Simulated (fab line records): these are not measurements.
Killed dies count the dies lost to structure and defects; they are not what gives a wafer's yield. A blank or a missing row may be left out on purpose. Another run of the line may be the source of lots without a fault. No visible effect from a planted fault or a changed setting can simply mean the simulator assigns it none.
Matching of chambers	flow n5 finfet	N5_MOL_CONTACT_COAG_ETCH_124 on rie diel-05: 4 sister chambers
The step etches SiNx in CH3F/O2, stops on SiOC, target depth 6.5 nm. 4 wafers are shown with their chamber, then 8 later ones without.

## WAFERS PAIRED WITH THEIR CHAMBERS
wafer	chamber	throttle valve pct (%)
L084.6	3	16.14
L088.5	1	16.49
L088.6	0	15.87
L089.3	2	16.28

## WAFERS MISSING THEIR CHAMBER
wafer	throttle valve pct (%)
L089.4	16.12
L089.5	16.13
L092.2	16.30
L092.5	16.15
L092.6	16.29
L095.2	15.89
L095.4	16.52
L095.5	16.30

## EACH ONE'S CHAMBER
wafer	from the rows above	in truth
L089.4	3	3
L089.5	3	3
L092.2	2	2
L092.5	3	3
L092.6	2	2
L095.2	0	0
L095.4	1	1
L095.5	2	2
Correctly placed: 8 of 8. Not placeable from these rows: 0. Wrongly placed: 0.
How it was worked out, from the rows above alone: a wafer's distance from a chamber is the root of the sum, over the readings, of the square of ((its reading less the chamber's mean) divided by the reading's scatter). The wafer belongs to the nearest chamber; if the next one is less than 2 further off, it can't be placed. A chamber's mean is the mean of its shown wafers. The scatter (one wafer shown for each chamber): square how far every hidden wafer sits from the nearest shown wafer, average those squares and take the square root.
